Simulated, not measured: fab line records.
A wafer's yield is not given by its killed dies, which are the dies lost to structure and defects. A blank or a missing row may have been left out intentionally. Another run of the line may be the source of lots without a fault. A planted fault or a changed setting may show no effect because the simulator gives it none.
fab line records ; flow n5_finfet
[record] lots = 6; wafers = 18; last_day = 19
route steps=1938 shown HKMG_FIN@450 BEOL_M4@1111 PASSIVATION@1936
lots that met no fault: taken from a fault-free run of the same line
start_h: hours from the record's first day to the start of the lot's first wafer shown ; wait_h: how many hours have passed since the lot's step before this one ; " the same as in the row above ; L1.1+2: several wafers, shown together as one row ; - no value, or no start was given ; * or withheld: withheld ; < > ~ a bound
route shown NAME@n: NAME is a module with steps in the file, n the number in the route of the first one ; usual: mean/standard deviation of fault-free wafers ; same: alike in all rows ; chamber/n: place in a boat ; sites: the reading at each site ; _std_site: the values' standard deviation ; _edge_site: inner sites' mean taken away from outer sites' mean ; radius_mm: how far each site lies from the wafer's centre ; mask NAME#n: copy n ; behind: the tool/chamber that last shaped the wafer ; hold: cause of the lot's hold/its duration in hours/its outcome ; device: which transistor (n, p or np) failed to switch ; end of line: at the end of the route, the tests of the same wafers ; for a step that has no rows: nothing shown but its recipe ; killed: at the first sort, the dies lost to defects and structure; wafer yield is something else ; map: a wafer's dies, marking killed ones x, the rest . and places with no die _
set.NAME: the run value of the setting; set.NAME@STEP: its run value at that earlier step ; model.NAME: the simulator's own value behind a step, which no gauge read
lots at selected steps of the route; one table per step, one row per wafer
services: the hour from which a tool's chamber was out of use, counted from the record's first day as start_h (under 0 if before that day), plus the number of hours and why
[[steps]]
[step N5_HKMG_FIN_COAT_66]
[recipe] resist = SOC; temp_c = 250; time_s = 60; spin_rpm = 1500; resist_thk_nm = 300
[step N5_HKMG_FIN_ETCH_67]
[recipe] chemistry = N2/H2; target = SOC; target_depth_a = 3889; stop_on = TiN; ion_energy_ev = 100; bias_w = 61; pressure_mtorr = 30; source_w = 850; n2_flow_sccm = 200; h2_flow_sccm = 200
[usual] drypump_motor_current_A = 5.7/0.53; oes_product_au = 0.78/0.09; rf_fwd_power_W = 843/3.1; rf_vpp_V = 240.9/1.4; showerhead_plenum_p_Torr = 2.54/0.089; throttle_valve_pct = 17.76/0.25
lot.wafer;tool;chamber;start_h;wait_h;drypump_motor_current_A;oes_product_au;rf_fwd_power_W;rf_hours_counter_h;rf_vpp_V;showerhead_plenum_p_Torr;throttle_valve_pct
L283.1;rie_diel-03;3;93.40;-;5.7;0.83;842;65;239.4;2.47;17.63
L283.4;rie_diel-03;1;93.40;-;6.3;0.82;845;71;241.2;2.56;17.29
L283.6;rie_diel-03;0;93.40;-;5.2;0.81;840;-;242.6;2.66;17.69
L290.4;rie_diel-04;0;133.30;-;5.0;0.82;843;78;239.7;2.46;17.81
L290.5;rie_diel-04;0;133.30;-;4.9;0.81;846;-;240.5;2.46;17.81
L290.6;rie_diel-04;3;133.30;-;5.8;0.71;835;-;240.6;2.53;17.56
L292.1;rie_diel-03;0;147.34;-;5.2;0.79;839;93;243.1;2.65;17.73
L292.2;rie_diel-03;1;147.34;-;6.3;0.80;849;85;241.6;2.56;17.33
L292.4;rie_diel-03;3;147.34;-;5.7;0.82;848;80;239.5;2.46;17.64
L293.2;rie_diel-03;0;151.52;-;5.1;0.78;843;95;242.9;2.65;17.71
L293.3;rie_diel-03;1;151.52;-;6.3;0.79;842;87;242.4;2.56;17.36
L293.6;rie_diel-03;1;151.52;-;6.3;0.81;844;-;240.9;2.56;17.33
L299.1;rie_diel-04;1;188.54;-;5.7;0.75;847;179;238.6;2.43;17.49
L299.4;rie_diel-04;3;188.54;-;5.8;0.70;839;190;240.9;2.52;17.58
L299.5;rie_diel-04;3;188.54;-;5.8;0.70;840;-;240.4;2.52;17.58
L303.1;rie_diel-06;2;210.03;-;5.4;0.68;843;251;242.6;2.58;17.93
L303.2;rie_diel-06;0;210.03;-;5.3;0.89;841;26;242.0;2.59;17.76
L303.6;rie_diel-06;2;210.03;-;5.4;0.68;845;-;242.5;2.58;17.90
[step N5_HKMG_FIN_STRIP_90]
[recipe] chemistry = N2/H2; material = SOC; time_s = 20; power_w = 500; temp_c = 40; pressure_mtorr = 50; rf_frequency_hz = 6e+07; bias_power_w = 8; h2_frac = 0.5; n2_flow_sccm = 300; h2_flow_sccm = 300
[usual] drypump_motor_current_A = 5.7/0.53; oes_product_au = 0.79/0.094; rf_fwd_power_W = 496.8/1.9; rf_vpp_V = 54.3/0.79; showerhead_plenum_p_Torr = 3.36/0.11; throttle_valve_pct = 18.9/0.37
lot.wafer;tool;chamber;start_h;wait_h;drypump_motor_current_A;oes_product_au;rf_fwd_power_W;rf_hours_counter_h;rf_vpp_V;showerhead_plenum_p_Torr;throttle_valve_pct
L283.1;rie_diel-03;3;93.46;0.0;5.7;0.86;497.8;65;54.4;3.26;18.8
L283.4;rie_diel-03;1;93.46;0.0;6.3;0.82;502.4;71;54.5;3.39;18.2
L283.6;rie_diel-03;0;93.46;0.0;5.2;0.82;493.7;-;53.9;3.51;18.7
L290.4;rie_diel-04;0;133.36;0.0;5.0;0.85;497.2;78;52.9;3.25;19.2
L290.5;rie_diel-04;0;133.36;0.0;5.0;0.84;497.8;-;54.6;3.25;19.2
L290.6;rie_diel-04;3;133.36;0.0;5.8;0.72;495.3;-;53.5;3.34;18.6
L292.1;rie_diel-03;0;147.40;0.0;5.2;0.80;497.7;93;53.8;3.50;18.7
L292.2;rie_diel-03;1;147.40;0.0;6.3;0.81;497.6;85;53.4;3.38;18.2
L292.4;rie_diel-03;3;147.40;0.0;5.7;0.84;501.0;80;53.6;3.26;18.9
L293.2;rie_diel-03;0;151.58;0.0;5.2;0.80;496.6;95;56.1;3.50;18.7
L293.3;rie_diel-03;1;151.58;0.0;6.3;0.81;496.3;87;54.3;3.38;18.2
L293.6;rie_diel-03;1;151.58;0.0;6.3;0.81;498.3;-;55.2;3.38;18.2
L299.1;rie_diel-04;1;188.60;0.0;5.7;0.75;498.0;179;54.4;3.21;18.4
L299.4;rie_diel-04;3;188.60;0.0;5.8;0.70;496.4;190;53.4;3.33;18.6
L299.5;rie_diel-04;3;188.60;0.0;5.8;0.70;493.4;-;53.3;3.33;18.6
L303.1;rie_diel-06;2;210.09;0.0;5.4;0.69;499.5;251;54.5;3.41;19.0
L303.2;rie_diel-06;0;210.09;0.0;5.3;0.89;497.7;26;55.1;3.42;19.1
L303.6;rie_diel-06;2;210.09;0.0;5.4;0.69;495.1;-;54.3;3.41;19.0
[step N5_HKMG_FIN_WET_ETCH_73]
[recipe] chemistry = SC1; mix = 1:2:40; temp_c = 50; time_s = 42.3; target_depth_nm = 1.3; dry = ipa_marangoni; rinse_time_s = 30; rinse_temp_c = 23
[step N5_HKMG_FIN_ETCHBACK_68]
[recipe] chemistry = Cl2/Ar; stop_on = HfO2; target_depth_a = 5; pressure_mtorr = 10; icp_w = 600; bias_w = 60; Cl2_flow_sccm = 40; Ar_flow_sccm = 60
[step N5_HKMG_FIN_STRIP_69]
[recipe] chemistry = N2/H2; power_w = 2500; temp_c = 300; h2_frac = 0.65; time_s = 360; pressure_mtorr = withheld; n2_flow_sccm = 1750; h2_flow_sccm = 3250
[usual] drypump_motor_current_A = 6.36/0.089; heater_power_w = 456/24
lot.wafer;tool;chamber;start_h;wait_h;drypump_motor_current_A;heater_power_w;rf_hours_counter_h
L283.1;plasma_asher-02;0;93.76;0.1;6.23;447;48
L283.4;plasma_asher-02;1;93.76;0.1;6.42;468;-
L283.6;plasma_asher-02;1;93.76;0.1;6.46;498;-
L290.4;plasma_asher-02;0;133.77;0.2;6.26;450;-
L290.5;plasma_asher-02;1;133.77;0.2;6.44;486;-
L290.6;plasma_asher-02;0;133.77;0.2;6.24;446;-
L292.1;plasma_asher-02;0;147.70;0.1;6.26;461;59
L292.2;plasma_asher-02;1;147.70;0.1;6.46;484;59
L292.4;plasma_asher-02;0;147.70;0.1;6.25;450;-
L293.2;plasma_asher-01;0;151.88;0.1;6.44;420;86
L293.3;plasma_asher-01;1;151.88;0.1;6.40;456;-
L293.6;plasma_asher-01;0;151.88;0.1;6.43;420;-
L299.1;plasma_asher-02;1;188.89;0.1;6.44;487;68
L299.4;plasma_asher-02;1;188.89;0.1;6.43;485;-
L299.5;plasma_asher-02;0;188.89;0.1;6.23;440;-
L303.1;plasma_asher-01;1;210.39;0.1;6.39;446;98
L303.2;plasma_asher-01;0;210.39;0.1;6.43;429;98
L303.6;plasma_asher-01;0;210.39;0.1;6.44;427;-
[step N5_HKMG_FIN_ALD_21]
[recipe] material = TiN; target_thk_a = 15; temp_c = 400; ald_precursor_family = TiCl4; ald_co_reactant = NH3; pulse_time_s = 1; purge_time_s = 3; co_reactant_purge_time_s = 2; co_reactant_pulse_time_s = 2; ald_cycles = 68; pressure_torr = 3
[step N5_HKMG_FIN_ALD_72]
[recipe] material = W; target_thk_a = 20; temp_c = 300; pressure_torr = 7.5; ald_precursor_family = WF6; ald_co_reactant = B2H6; pulse_time_s = 1; purge_time_s = 2; co_reactant_purge_time_s = 2; co_reactant_pulse_time_s = 3; ald_cycles = 7
[usual] heater_power_w = 486/26; precursor_pulse_height_rel = 1.000/0.021
[same] co_reactant_pulse_time_s = 3
lot.wafer;tool;chamber;start_h;wait_h;heater_power_w;precursor_pulse_height_rel
L283.1;cvd_w-01;1;94.51;0.2;486;0.996
L283.4;cvd_w-01;0;94.51;0.2;446;1.009
L283.6;cvd_w-01;0;94.51;0.2;445;0.993
L290.4;cvd_w-02;1;134.42;0.2;523;1.006
L290.5;cvd_w-02;1;134.42;0.2;519;0.968
L290.6;cvd_w-02;0;134.42;0.2;494;0.999
L292.1;cvd_w-02;1;148.45;0.2;502;0.988
L292.2;cvd_w-02;0;148.45;0.2;487;1.012
L292.4;cvd_w-02;1;148.45;0.2;511;0.980
L293.2;cvd_w-02;0;152.63;0.2;471;1.002
L293.3;cvd_w-02;1;152.63;0.2;513;1.014
L293.6;cvd_w-02;0;152.63;0.2;482;0.965
L299.1;cvd_w-02;0;189.64;0.2;478;1.024
L299.4;cvd_w-02;1;189.64;0.2;523;1.009
L299.5;cvd_w-02;0;189.64;0.2;482;0.991
L303.1;cvd_w-02;1;211.14;0.2;535;1.021
L303.2;cvd_w-02;0;211.14;0.2;476;0.997
L303.6;cvd_w-02;0;211.14;0.2;473;0.965
[step N5_HKMG_FIN_W_FILL_22]
[recipe] material = W; target_thk_a = 600; temp_c = 400; pressure_torr = 39.4; time_s = 18.2
[step N5_HKMG_FIN_PRECLEAN_83]
[recipe] chemistry = DIW; time_s = 57.5; temp_c = 23
[step N5_HKMG_FIN_SRD_84]
[recipe] dry_time_s = 32; dry = n2_spin; spin_rpm = 1500
[step N5_HKMG_FIN_CMP_23]
[recipe] stop_on = SiNx; t_overpolish_s = 10; post_cmp_clean = rinse_only; down_force_psi = 4; platen_rpm = 50.289; pad_velocity_m_s = 1.0006; target_thk_nm = 46.326
[usual] motor_current_A = 12.0/1.3; overpolish_run_s = 9.99/0.15; platen_rpm = 50.29/0.037; retaining_ring_pressure_frac = 1.000/0.0054; time_to_endpoint_s = 11.8/2.9
lot.wafer;tool;chamber;start_h;wait_h;motor_current_A;overpolish_run_s;platen_rpm;retaining_ring_pressure_frac;time_to_endpoint_s
L283.1;cmp-04;2;94.68;0.0;11.8;10.01;50.38;0.999;11.5
L283.4;cmp-04;3;94.68;0.0;11.2;10.01;50.30;0.998;11.5
L283.6;cmp-04;2;94.68;0.0;12.8;9.99;50.32;0.991;11.4
L290.4;cmp-04;3;134.65;0.1;11.8;10.00;50.24;0.996;12.1
L290.5;cmp-04;2;134.65;0.1;13.0;9.99;50.31;1.003;12.0
L290.6;cmp-04;3;134.65;0.1;11.0;10.00;50.25;1.004;10.7
L292.4;cmp-03;1;148.62;0.0;12.2;10.00;50.27;1.013;12.4
L292.1;cmp-03;2;148.62;0.0;10.8;9.99;50.30;0.992;11.1
L292.2;cmp-03;3;148.62;0.0;10.9;10.01;50.30;0.997;14.6
L293.2;cmp-04;1;152.80;0.0;11.6;9.99;50.25;0.997;8.6
L293.3;cmp-04;3;152.80;0.0;11.6;10.01;50.31;1.005;11.8
L293.6;cmp-04;2;152.80;0.0;12.2;9.99;50.31;1.000;12.5
L299.1;cmp-01;3;189.90;0.1;15.0;10.01;50.32;1.001;16.4
L299.4;cmp-01;1;189.90;0.1;10.2;10.00;50.25;0.999;17.2
L299.5;cmp-01;2;189.90;0.1;11.9;9.99;50.34;1.003;14.8
L303.1;cmp-03;1;211.31;0.0;11.8;9.99;50.30;1.004;12.4
L303.2;cmp-03;0;211.31;0.0;11.8;10.01;50.30;1.002;12.9
L303.6;cmp-03;1;211.31;0.0;11.3;10.02;50.29;1.004;11.2
[step N5_HKMG_FIN_CMP_94]
[recipe] stop_on = SiNx; post_cmp_clean = w_dilute_nh4oh; t_overpolish_s = 4.7; down_force_psi = 4; platen_rpm = 50.289; pad_velocity_m_s = 1.0006; target_thk_nm = 43.299
[usual] motor_current_A = 12.0/1.2; platen_rpm = 50.29/0.034; retaining_ring_pressure_frac = 1.000/0.0049
lot.wafer;tool;chamber;start_h;wait_h;motor_current_A;platen_rpm;retaining_ring_pressure_frac
L283.1;cmp-04;2;95.16;0.4;12.9;50.29;0.997
L283.4;cmp-04;3;95.16;0.4;11.5;50.28;1.000
L283.6;cmp-04;2;95.16;0.4;13.6;50.34;1.000
L290.4;cmp-04;3;135.08;0.3;11.1;50.31;0.995
L290.5;cmp-04;2;135.08;0.3;13.2;48.31;0.997
L290.6;cmp-04;3;135.08;0.3;12.0;50.28;0.995
L292.4;cmp-03;1;149.10;0.4;11.3;50.28;0.994
L292.1;cmp-03;2;149.10;0.4;11.0;50.24;1.012
L292.2;cmp-03;3;149.10;0.4;10.7;50.27;0.998
L293.2;cmp-04;1;153.28;0.4;11.6;50.29;0.993
L293.3;cmp-04;3;153.28;0.4;11.4;50.22;0.994
L293.6;cmp-04;2;153.28;0.4;12.9;48.24;0.997
L299.1;cmp-01;3;190.33;0.3;14.4;50.17;0.994
L299.4;cmp-01;1;190.33;0.3;10.5;50.30;0.992
L299.5;cmp-01;2;190.33;0.3;12.1;50.22;0.991
L303.1;cmp-03;1;211.79;0.4;11.5;50.27;1.000
L303.2;cmp-03;0;211.79;0.4;11.2;50.30;0.996
L303.6;cmp-03;1;211.79;0.4;11.1;50.31;1.005
[step N5_BEOL_M4_RC_MEAS_101]
[usual] DIBL_N = 36.0/2.2; DIBL_P = 36.2/2.4; IOFF_N = 0.16/0.035; IOFF_P = 0.21/0.037; ION_N = 672/13; ION_P = 461/7; SS_N = 71.4/0.69; SS_P = 73.2/0.75; VT_N = 250/3.4; VT_P = -251/3
lot.wafer;tool;chamber;start_h;wait_h;DIBL_N[mV/V];DIBL_P[mV/V];IOFF_N[nA/um];IOFF_P[nA/um];ION_N[uA/um];ION_P[uA/um];SS_N[mV/dec];SS_P[mV/dec];VT_N[mV];VT_P[mV]
L283.1;prober-01;0;202.39;0.0;38.2;37.7;0.19;0.24;680;462;71.8;74.0;246;-247
L283.4;prober-01;0;202.39;0.0;36.0;35.7;0.15;0.21;675;462;71.6;73.1;248;-253
L283.6;prober-01;0;202.39;0.0;35.5;33.4;0.13;0.17;665;453;71.6;72.9;251;-254
L290.4;prober-02;0;261.53;0.5;38.8;40.7;0.18;0.24;673;463;71.8;73.6;249;-246
L290.5;prober-02;0;261.53;0.5;37.5;39.5;0.16;0.21;654;452;72.1;73.4;250;-254
L290.6;prober-02;0;261.53;0.5;41.8;43.7;0.25;0.29;689;473;72.7;74.8;245;-244
L293.2;prober-02;0;271.29;0.2;37.4;36.5;0.17;0.20;677;461;70.9;73.8;249;-253
L293.3;prober-02;0;271.29;0.2;36.3;35.0;0.14;0.18;668;459;71.7;72.9;252;-254
L293.6;prober-02;0;271.29;0.2;37.8;37.1;0.17;0.21;687;464;71.2;73.6;248;-250
L292.1;prober-02;0;272.79;0.0;34.9;36.2;0.15;0.19;666;456;71.9;73.1;248;-252
L292.2;prober-02;0;272.79;0.0;35.6;36.9;0.17;0.22;678;459;72.1;73.2;250;-250
L292.4;prober-02;0;272.79;0.0;35.9;37.3;0.17;0.22;669;458;71.5;73.8;248;-253
L299.1;prober-01;0;304.60;0.0;34.6;33.0;0.12;0.17;667;457;70.9;73.0;254;-252
L299.4;prober-01;0;304.60;0.0;38.7;38.7;0.21;0.26;688;470;71.4;74.3;244;-249
L299.5;prober-01;0;304.60;0.0;36.1;36.4;0.15;0.22;680;468;70.7;73.1;249;-249
L303.1;prober-02;0;338.03;0.0;31.7;32.4;0.11;0.14;658;455;70.7;72.2;257;-258
L303.2;prober-02;0;338.03;0.0;32.4;33.1;0.11;0.15;669;459;70.8;72.2;255;-256
L303.6;prober-02;0;338.03;0.0;31.6;31.1;0.11;0.13;657;447;70.8;71.9;253;-255
[step N5_PASSIVATION_PROBE_49]
[usual] defect_limited_yield = 91.2/1.4; killed_at_M0_to_M3 = 34/9.4; killed_at_M4_up = 14/5.6; killed_at_contacts = 13/7.8; killed_at_front_end = 37/10; killed_at_other = 4/3.3; killed_dies = 103/17; killed_open = 68/13; killed_short = 33/8.2; sort_bin_4_leakage = 0.00/0.0071; sort_bin_5_function = 5.1/0.92; sort_bin_6_memory = 3.3/0.71; sort_n_pass = 1077/17; sort_yield_pct = 91.2/1.4
[same] gross_dies = 1180; killed_at_back_side = 0; sort_bin_8_speed[%] = 0
lot.wafer;tool;chamber;start_h;wait_h;defect_limited_yield[%];killed_at_M0_to_M3;killed_at_M4_up;killed_at_contacts;killed_at_front_end;killed_at_other;killed_dies;killed_open;killed_short;sort_bin_4_leakage[%];sort_bin_5_function[%];sort_bin_6_memory[%];sort_n_pass;sort_yield_pct[%]
L283.1;prober-01;-;309.23;0.0;90.8;32;13;15;44;4;108;60;41;0;4.7;3.1;1072;90.8
L283.4;prober-01;-;309.38;0.2;91.5;32;17;11;36;4;100;65;35;0;4.7;3.5;1080;91.5
L283.6;prober-01;-;309.48;0.3;92.4;32;13;10;30;5;90;61;27;0;4.2;3.5;1090;92.4
L290.4;prober-01;-;362.92;0.2;90.0;39;12;16;46;5;118;72;44;0;5.5;3.9;1062;90.0
L290.5;prober-01;-;362.97;0.2;91.9;28;7;21;30;10;96;66;30;0;4.9;2.9;1084;91.9
L290.6;prober-01;-;363.02;0.3;92.3;28;7;23;28;5;91;65;23;0.08;4.2;3.5;1088;92.2
L292.1;prober-01;-;377.92;0.0;91.4;43;22;8;27;1;101;71;29;0;5.5;2.6;1079;91.4
L292.2;prober-01;-;377.97;0.1;89.6;48;21;6;47;1;123;91;32;0;6.1;3.8;1057;89.6
L292.4;prober-01;-;378.07;0.2;90.5;54;11;7;38;2;112;63;41;0;4.5;3.6;1068;90.5
L293.2;prober-01;-;381.64;0.1;90.8;35;10;21;40;2;108;74;34;0;5.8;3.0;1072;90.8
L293.3;prober-01;-;381.69;0.1;94.9;18;9;11;17;5;60;38;17;0;3.3;1.4;1120;94.9
L293.6;prober-01;-;381.84;0.3;90.4;32;7;33;34;7;113;76;34;0;5.6;3.5;1067;90.4
L299.1;prober-02;-;412.84;0.0;91.7;40;9;11;34;4;98;55;35;0;3.9;3.6;1082;91.7
L299.4;prober-02;-;412.99;0.2;93.2;32;14;7;22;5;80;51;28;0;4.1;2.4;1100;93.2
L299.5;prober-02;-;413.04;0.2;92.9;29;19;9;24;3;84;58;26;0;4.5;2.5;1096;92.9
L303.1;prober-02;-;452.51;0.0;93.7;27;8;3;32;4;74;41;32;0;3.6;2.3;1106;93.7
L303.2;prober-02;-;452.56;0.1;91.3;40;14;9;35;5;103;56;42;0;5.2;2.7;1077;91.3
L303.6;prober-02;-;452.76;0.3;90.7;39;20;10;34;7;110;76;34;0;5.8;3.3;1070;90.7
// killed by level:class
L283.1 MOL_CONTACT_COAG:geometric_particle:open=11 BEOL_M2:geometric_particle:open=9 FIN_SAQP:geometric_particle:short=7 STI_FIN_REVEAL:geometric_particle:open=7 BEOL_M4:geometric_particle:open=7 HKMG_FIN:area_etch=7 BEOL_M0_SAQP:geometric_particle:short=6 ILD0:geometric_particle:short=5
L283.4 MOL_CONTACT_COAG:geometric_particle:open=10 STI_FIN_REVEAL:geometric_particle:open=8 FIN_SAQP:geometric_particle:short=7 BEOL_M2:geometric_particle:short=7 FIN_SAQP:geometric_particle:open=6 BEOL_M2:geometric_particle:open=6 BEOL_M4:geometric_particle:open=6 BEOL_M7:geometric_particle:open=6
L283.6 BEOL_M3:geometric_particle:open=10 MOL_CONTACT_COAG:geometric_particle:open=8 BEOL_M2:geometric_particle:open=8 GATE_CUT:geometric_particle:short=6 BEOL_M0:geometric_particle:open=6 DUMMY_GATE:geometric_particle:open=4 BEOL_M4:geometric_particle:open=4 STARTING-WAFER:geometric_particle:short=4
L290.4 MOL_CONTACT_COAG:geometric_particle:open=13 STI_FIN_REVEAL:geometric_particle:open=9 BEOL_M0_SAQP:geometric_particle:short=9 BEOL_M0_SAQP:geometric_particle:open=7 GATE_CUT:geometric_particle:short=7 FIN_SAQP:geometric_particle:short=6 DUMMY_GATE:geometric_particle:open=6 FIN_SAQP:geometric_particle:open=5
L290.5 MOL_CONTACT_COAG:geometric_particle:open=17 FIN_SAQP:geometric_particle:short=9 BEOL_M2:geometric_particle:open=8 FIN_SAQP:geometric_particle:open=7 BEOL_M0:geometric_particle:open=5 MOL_CONTACT_COAG:geometric_particle:short=4 BEOL_M3:geometric_particle:open=4 MIM_TOP:geometric_particle:open=4
L290.6 MOL_CONTACT_COAG:geometric_particle:open=18 BEOL_M3:geometric_particle:open=7 BEOL_M2:geometric_particle:open=6 MOL_CONTACT_COAG:geometric_particle:short=5 BEOL_M0:geometric_particle:open=4 STI_FIN_REVEAL:geometric_particle:open=4 DUMMY_GATE:geometric_particle:open=4 BEOL_M4:geometric_particle:open=4
L292.1 BEOL_M0_SAQP:geometric_particle:open=18 BEOL_M0_SAQP:geometric_particle:short=12 STI_FIN_REVEAL:geometric_particle:open=11 MOL_CONTACT_COAG:geometric_particle:open=8 BEOL_M5:geometric_particle:open=7 BEOL_M2:geometric_particle:open=6 GATE_CUT:geometric_particle:short=5 BEOL_M1:geometric_particle:open=5
L292.2 STI_FIN_REVEAL:geometric_particle:open=16 BEOL_M0_SAQP:geometric_particle:open=15 BEOL_M0_SAQP:geometric_particle:short=11 FIN_SAQP:geometric_particle:open=9 BEOL_M5:geometric_particle:open=9 BEOL_M1:geometric_particle:open=8 BEOL_M2:geometric_particle:open=7 MOL_CONTACT_COAG:geometric_particle:open=6
L292.4 BEOL_M0_SAQP:geometric_particle:short=18 BEOL_M0_SAQP:geometric_particle:open=11 FIN_SAQP:geometric_particle:open=9 BEOL_M2:geometric_particle:open=8 FIN_SAQP:geometric_particle:short=7 BEOL_M1:geometric_particle:open=7 HKMG_FIN:area_etch=7 BEOL_M0:geometric_particle:short=6
L293.2 MOL_CONTACT_COAG:geometric_particle:open=17 STI_FIN_REVEAL:geometric_particle:open=11 BEOL_M1:geometric_particle:open=9 BEOL_M3:geometric_particle:open=8 BEOL_M0_SAQP:geometric_particle:short=5 FIN_SAQP:geometric_particle:open=4 FIN_SAQP:geometric_particle:short=4 MOL_CONTACT_COAG:geometric_particle:short=4
L293.3 MOL_CONTACT_COAG:geometric_particle:open=9 BEOL_M3:geometric_particle:open=7 FIN_SAQP:geometric_particle:open=3 BEOL_M0_SAQP:geometric_particle:short=3 HKMG_FIN:area_etch=3 FIN_SAQP:geometric_particle:short=2 STI_FIN_REVEAL:geometric_particle:open=2 DUMMY_GATE:geometric_particle:open=2
L293.6 MOL_CONTACT_COAG:geometric_particle:open=25 FIN_SAQP:geometric_particle:short=10 MOL_CONTACT_COAG:geometric_particle:short=8 BEOL_M0_SAQP:geometric_particle:open=8 BEOL_M3:geometric_particle:open=7 FIN_SAQP:geometric_particle:open=6 STI_FIN_REVEAL:geometric_particle:open=6 BEOL_M1:geometric_particle:open=6
L299.1 BEOL_M0_SAQP:geometric_particle:short=13 BEOL_M0_SAQP:geometric_particle:open=12 MOL_CONTACT_COAG:geometric_particle:open=10 HKMG_FIN:area_etch=8 BEOL_M4:geometric_particle:open=6 STI_FIN_REVEAL:geometric_particle:open=5 FIN_SAQP:geometric_particle:open=4 ILD0:geometric_particle:open=3
L299.4 BEOL_M0_SAQP:geometric_particle:open=11 BEOL_M0_SAQP:geometric_particle:short=9 BEOL_M4:geometric_particle:open=8 MOL_CONTACT_COAG:geometric_particle:open=7 BEOL_M3:geometric_particle:open=7 FIN_SAQP:geometric_particle:short=4 PASS1_CAP:geometric_particle:short=4 STARTING-WAFER:geometric_particle:open=4
L299.5 BEOL_M4:geometric_particle:open=10 BEOL_M0_SAQP:geometric_particle:open=9 BEOL_M0_SAQP:geometric_particle:short=8 MOL_CONTACT_COAG:geometric_particle:open=7 FIN_SAQP:geometric_particle:open=5 STI_FIN_REVEAL:geometric_particle:open=4 GATE_CUT:geometric_particle:open=4 BEOL_M1:geometric_particle:open=4
L303.1 STI_FIN_REVEAL:geometric_particle:open=7 BEOL_M2:geometric_particle:open=7 FIN_SAQP:geometric_particle:short=6 BEOL_M0_SAQP:geometric_particle:short=5 FIN_SAQP:geometric_particle:open=4 BEOL_M0_SAQP:geometric_particle:open=4 BEOL_M2:geometric_particle:short=4 BEOL_M3:geometric_particle:open=4
L303.2 BEOL_M2:geometric_particle:open=15 BEOL_M0_SAQP:geometric_particle:short=10 BEOL_M4:geometric_particle:open=9 MOL_CONTACT_COAG:geometric_particle:open=8 FIN_SAQP:geometric_particle:short=7 BEOL_M2:geometric_particle:short=7 STI_FIN_REVEAL:geometric_particle:open=5 HKMG_FIN:area_etch=5
L303.6 BEOL_M2:geometric_particle:open=12 BEOL_M4:geometric_particle:open=11 MOL_CONTACT_COAG:geometric_particle:open=9 STI_FIN_REVEAL:geometric_particle:open=8 BEOL_M2:geometric_particle:short=8 BEOL_M3:geometric_particle:open=8 DUMMY_GATE:geometric_particle:open=5 BEOL_M0_SAQP:geometric_particle:short=5
[[services]]
tool;chamber;start_h;hours;kind
rie_diel-06;3;70.48;-;clean
rie_diel-06;3;70.48;-;consumable_replace:focus_ring
rie_diel-06;3;70.48;-;consumable_replace:showerhead
rie_diel-06;3;70.48;28.0;scheduled_down
rie_diel-06;3;70.48;28.0;vent_cycle
rie_diel-03;0;72.76;9.1;repair
rie_diel-06;-;74.08;0.7;repair
cmp-03;-;76.05;1.3;repair
cmp-01;-;92.15;6.0;repair
cmp-04;-;112.58;3.5;pm
rie_diel-06;0;112.78;-;clean
rie_diel-06;0;112.78;-;consumable_replace:focus_ring
rie_diel-06;0;112.78;17.8;scheduled_down
rie_diel-06;0;112.78;17.8;vent_cycle
plasma_asher-01;-;116.91;6.5;repair
cvd_w-01;-;122.41;1.0;repair
cvd_w-01;-;128.87;23.9;repair
rie_diel-04;2;142.43;9.2;repair
cvd_w-01;-;152.80;2.8;pm
cmp-01;-;153.41;0.8;repair
rie_diel-04;3;166.11;2.1;repair
cmp-01;-;166.14;4.0;pm
rie_diel-06;-;202.66;1.0;repair
cmp-04;-;209.07;7.8;pm
[[key]]
[first_sign] step = N5_HKMG_FIN_CMP_94; reading = platen_rpm; direction = down; sigmas = 59; usual = 50.29; struck = 48.28
effect none on later readings
met_at N5_HKMG_FIN_CMP_94
struck_wafers L290.5,L293.6
onset_between 95.16 135.08
[fault] kind = process_parameter_drift; tool = cmp-04; chamber = 2; onset_h = 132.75; steps = N5_HKMG_FIN_CMP_94; channel = platen_rpm; offset = -2.0116; shape = step; end_h = 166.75; acts_in = these_recipes_only; stated = 50.289
